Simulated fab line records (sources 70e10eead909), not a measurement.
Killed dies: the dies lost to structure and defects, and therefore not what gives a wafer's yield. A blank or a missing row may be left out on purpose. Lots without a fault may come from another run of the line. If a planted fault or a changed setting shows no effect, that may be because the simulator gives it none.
fab line records ; flow nandHarc
record lots=7; wafers=21; lastDay=24
route steps=1159 shown P_M0@282 P_M1@285
lots that met no fault: taken from a fault-free run of the same line
startH: start of the lot's first displayed wafer, in hours after the record's first day ; waitH: hours since the lot's step before ; " repeats the value in the row above ; L1.1+2: several wafers, shown together as one row ; - value missing, or start not given ; * or withheld: withheld ; < > ~ a bound
route shown NAME@n: a module of which the file shows steps, and the number in the route of the first ; usual: mean and standard deviation over wafers with no fault ; same: alike in all rows ; chamber/n: place in a boat ; sites: each site's reading ; _std_site: how widely they spread, as a standard deviation ; _edge_site: the outer-site mean with the inner-site mean subtracted ; radiusMm: for every site, how far away it sits from the centre of the wafer ; mask NAME#n: copy n ; behind: the tool/chamber that last shaped the wafer ; hold: reason for holding the lot/hours on hold/outcome of the hold ; device: which transistor (n, p or np) failed to switch ; end of line: the tests these same wafers got at the end of their route ; a step with no rows: only its recipe ; killed: dies lost to structure and defects at the first sort, not the wafer's yield ; map: shows each die of a wafer: x if killed, . if not, _ if none is there
set.NAME: the setting as run; set.NAME@STEP: as run at that earlier step ; model.NAME: the simulator's own value behind a step, which no gauge read
lots seen at some steps along the route; tables by step, rows by wafer
services: when a tool's chamber went out of use (startH, in hours from the record's first day, below 0 if earlier), for how many hours, and the reason
## steps
# step NHARC_P_M0_INSPECT_27
# usual rawDefectCount=309/130
lot.wafer;tool;chamber;startH;waitH;rawDefectCount
L384.1;defectInspect-02;-;128.89;0.0;243
L384.2;defectInspect-02;-;128.89;0.0;225
L384.3;defectInspect-02;-;128.89;0.0;309
L392.2;defectInspect-02;-;169.84;0.0;196
L392.3;defectInspect-02;-;169.84;0.0;152
L392.6;defectInspect-02;-;169.84;0.0;231
L394.2;defectInspect-02;-;176.27;0.0;502
L394.3;defectInspect-02;-;176.27;0.0;260
L394.6;defectInspect-02;-;176.27;0.0;191
L393.1;defectInspect-02;-;187.12;0.0;231
L393.3;defectInspect-02;-;187.12;0.0;250
L393.6;defectInspect-02;-;187.12;0.0;261
L402.1;defectInspect-02;-;229.09;0.0;173
L402.4;defectInspect-02;-;229.09;0.0;220
L402.5;defectInspect-02;-;229.09;0.0;351
L404.2;defectInspect-01;-;236.33;0.0;164
L404.3;defectInspect-01;-;236.33;0.0;265
L404.5;defectInspect-01;-;236.33;0.0;162
L405.1;defectInspect-02;-;241.58;0.0;411
L405.3;defectInspect-02;-;241.58;0.0;339
L405.5;defectInspect-02;-;241.58;0.0;424
# step NHARC_P_M0_PRE_CLEAN_31
# recipe timeS=12; tempC=370; rfPowerW=300; gas=NH3
# usual heaterPowerW=644/63
lot.wafer;tool;chamber;startH;waitH;heaterPowerW
L384.2;pecvd-02;1;129.49;0.6;603
L384.1;pecvd-02;2;129.49;0.6;700
L384.3;pecvd-02;0;129.49;0.6;575
L392.2;pecvd-03;0;169.91;0.1;596
L392.3;pecvd-03;1;169.91;0.1;566
L392.6;pecvd-03;0;169.91;0.1;637
L394.2;pecvd-03;1;176.34;0.1;608
L394.3;pecvd-03;2;176.34;0.1;666
L394.6;pecvd-03;2;176.34;0.1;680
L393.1;pecvd-03;2;187.19;0.1;703
L393.3;pecvd-03;0;187.19;0.1;602
L393.6;pecvd-03;0;187.19;0.1;612
L402.1;pecvd-02;0;229.18;0.1;603
L402.4;pecvd-02;2;229.18;0.1;749
L402.5;pecvd-02;0;229.18;0.1;611
L404.2;pecvd-03;1;236.42;0.1;599
L404.3;pecvd-03;1;236.42;0.1;609
L404.5;pecvd-03;2;236.42;0.1;715
L405.3;pecvd-04;1;241.65;0.1;559
L405.1;pecvd-04;0;241.65;0.1;744
L405.5;pecvd-04;2;241.65;0.1;640
# step NHARC_P_M0_DEP_32
# recipe targetThkA=300; tempC=370; targetThkNm=30; pressureTorr=3; flowSccm=200; rfW=450; material=SiCN
# usual heaterPowerW=588/60
lot.wafer;tool;chamber;startH;waitH;heaterPowerW
L384.2;pecvd-02;1;129.57;0.1;525
L384.1;pecvd-02;2;129.57;0.1;668
L384.3;pecvd-02;0;129.57;0.1;561
L392.2;pecvd-03;0;169.99;0.1;468
L392.3;pecvd-03;1;169.99;0.1;479
L392.6;pecvd-03;0;169.99;0.1;466
L394.2;pecvd-03;1;176.42;0.1;564
L394.3;pecvd-03;2;176.42;0.1;689
L394.6;pecvd-03;2;176.42;0.1;662
L393.1;pecvd-03;2;187.27;0.1;579
L393.3;pecvd-03;0;187.27;0.1;549
L393.6;pecvd-03;0;187.27;0.1;545
L402.1;pecvd-02;0;229.32;0.1;566
L402.4;pecvd-02;2;229.32;0.1;671
L402.5;pecvd-02;0;229.32;0.1;596
L404.2;pecvd-03;1;236.58;0.1;447
L404.3;pecvd-03;1;236.58;0.1;464
L404.5;pecvd-03;2;236.58;0.1;617
L405.3;pecvd-04;1;241.72;0.1;604
L405.1;pecvd-04;0;241.72;0.1;690
L405.5;pecvd-04;2;241.72;0.1;560
# step NHARC_P_M1_DEP_00
# recipe targetThkA=1825; targetThkNm=182.5; tempC=withheld; pressureTorr=5; flowSccm=200; rfW=600; material=SiOC
# step NHARC_P_M1_DEHYDRATE_01
# recipe tempC=150; timeS=120
# step NHARC_P_M1_HMDS_02
# recipe timeS=30
# step NHARC_P_M1_COAT_34
# recipe tempC=200; timeS=65
# step NHARC_P_M1_COAT_03
# recipe spinRpm=1500; resistThkNm=90
# step NHARC_P_M1_SOFTBAKE_04
# recipe tempC=105; timeS=55
# step NHARC_P_M1_EBR_05
# step NHARC_P_M1_EXPOSE_06
# recipe na=1.35; targetCdNm=130; doseMj=81.88; maskId=P_M1
# step NHARC_P_M1_PEB_07
# recipe pebTempC=100; pebTimeS=65
# usual chillPlateTempC=23.00/0.1; exhaustPa=45.0/0.86; heaterPowerTotalW=156.6/0.42
lot.wafer;tool;chamber;startH;waitH;chillPlateTempC;exhaustPa;heaterPowerTotalW
L384.1;lithoTrack-01;0;131.42;0.1;23.05;46.3;156.8
L384.2;lithoTrack-01;0;131.42;0.1;23.01;44.2;156.6
L384.3;lithoTrack-01;0;131.42;0.1;22.98;44.1;156.1
L392.2;lithoTrack-01;-;171.04;0.1;-;-;-
L392.3;lithoTrack-01;-;171.04;0.1;-;-;-
L392.6;lithoTrack-01;-;171.04;0.1;-;-;-
L394.2;lithoTrack-06;-;177.58;0.1;-;-;-
L394.3;lithoTrack-06;-;177.58;0.1;-;-;-
L394.6;lithoTrack-06;-;177.58;0.1;-;-;-
L393.1;lithoTrack-06;-;188.44;0.1;-;-;-
L393.3;lithoTrack-06;-;188.44;0.1;-;-;-
L393.6;lithoTrack-06;-;188.44;0.1;-;-;-
L402.1;lithoTrack-01;0;230.52;0.1;22.90;45.6;157.0
L402.4;lithoTrack-01;0;230.52;0.1;22.99;45.0;156.2
L402.5;lithoTrack-01;0;230.52;0.1;23.08;45.2;156.8
L404.2;lithoTrack-06;0;237.79;0.1;23.07;44.3;157.2
L404.3;lithoTrack-06;0;237.79;0.1;22.86;45.4;157.2
L404.5;lithoTrack-06;0;237.79;0.1;23.08;45.2;156.7
L405.1;lithoTrack-01;0;242.89;0.1;22.95;45.6;157.1
L405.3;lithoTrack-01;0;242.89;0.1;22.97;44.6;156.2
L405.5;lithoTrack-01;0;242.89;0.1;23.07;43.3;157.2
# step NHARC_P_M1_DEVELOP_08
# recipe developTimeS=35; devTempC=23
## services
tool;chamber;startH;hours;kind
pecvd-03;-;111.00;13.0;pm
pecvd-03;0;111.00;19.8;ventCycle
pecvd-03;1;111.00;19.8;ventCycle
pecvd-03;2;111.00;19.8;ventCycle
lithoTrack-06;-;117.00;7.0;pm
pecvd-02;-;153.17;13.0;pm
pecvd-02;0;153.17;13.0;ventCycle
pecvd-02;1;153.17;13.0;ventCycle
pecvd-02;2;153.17;13.0;ventCycle
pecvd-02;0;166.17;-;clean
pecvd-02;1;166.17;-;clean
pecvd-02;2;166.17;-;clean
pecvd-04;-;195.95;13.0;pm
pecvd-04;0;195.95;13.0;ventCycle
pecvd-04;1;195.95;13.0;ventCycle
pecvd-04;2;195.95;13.0;ventCycle
pecvd-04;0;208.95;-;clean
pecvd-04;1;208.95;-;clean
pecvd-04;2;208.95;-;clean
pecvd-04;2;229.12;7.9;repair
pecvd-03;0;231.24;10.6;repair
## key
firstSign step=NHARC_P_M1_PEB_07; reading=toolRecord; direction=missing
effect none on later readings
metAt NHARC_P_M1_PEB_07
struckWafers L392.2,L392.3,L392.6,L393.1,L393.3,L393.6,L394.2,L394.3,L394.6
laterRowsLeftOut L392.2,L392.3,L392.6,L393.1,L393.3,L393.6,L394.2,L394.3,L394.6
sortLeftOut L392.2,L392.3,L392.6,L393.1,L393.3,L393.6,L394.2,L394.3,L394.6
onsetBetween 131.42 171.04
fault kind=skippedStepWhole; tool=lithoTrack-01,lithoTrack-06; chamber=-; onsetH=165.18; steps=NHARC_P_M1_PEB_07; scope=struckLotsOnly
# sortLeftOut: the simulated sort isn't trusted on such a fault, so these wafers' sort isn't shown, and their yield isn't known
# laterRowsLeftOut: the simulator's readings of these wafers behind a module that went badly wrong aren't trusted and aren't shown, but for the sort
